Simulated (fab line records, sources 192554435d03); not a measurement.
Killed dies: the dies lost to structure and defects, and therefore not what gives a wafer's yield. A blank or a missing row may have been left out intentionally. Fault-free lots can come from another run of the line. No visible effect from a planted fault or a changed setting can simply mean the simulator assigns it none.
Matching of chambers / flow n5 finfet / N5_BEOL_M8_ETCH_72 on rie diel-03: 4 sister chambers
The step etches underlayer in N2/H2, target depth 6.5 nm, time 5.2 s. 4 wafers are shown with their chamber, then 7 later ones without.

WAFERS WITH THEIR CHAMBER
wafer=L088.2; chamber=2; drypump motor current A (A)=5.6
wafer=L088.5; chamber=1; drypump motor current A (A)=6.1
wafer=L094.1; chamber=0; drypump motor current A (A)=5.5
wafer=L094.5; chamber=3; drypump motor current A (A)=6.0

WAFERS WITH NO CHAMBER GIVEN
wafer=L094.6; drypump motor current A (A)=5.6
wafer=L096.1; drypump motor current A (A)=6.2
wafer=L096.2; drypump motor current A (A)=6.0
wafer=L096.4; drypump motor current A (A)=5.6
wafer=L095.2; drypump motor current A (A)=6.1
wafer=L095.3; drypump motor current A (A)=5.5
wafer=L095.4; drypump motor current A (A)=6.0

EACH ONE'S CHAMBER
wafer=L094.6; from the rows above=2; in truth=2
wafer=L096.1; from the rows above=1; in truth=1
wafer=L096.2; from the rows above=3; in truth=3
wafer=L096.4; from the rows above=2; in truth=2
wafer=L095.2; from the rows above=1; in truth=1
wafer=L095.3; from the rows above=0; in truth=0
wafer=L095.4; from the rows above=3; in truth=3
Correct placement for 7 of the 7. Number that these rows cannot place: 0. Placed wrongly: 0.
How it was worked out, from the rows above alone: a wafer's distance from a chamber is the root of the sum, over the readings, of the square of ((its reading less the chamber's mean) divided by the reading's scatter). If the next closest chamber is less than 2 further off than the closest, the wafer can't be placed; otherwise it belongs to the closest. The mean given for a chamber averages the wafers shown for that chamber. The scatter: with one shown wafer a chamber, the root of the mean of the squares of how far each hidden wafer lies from its nearest shown one.
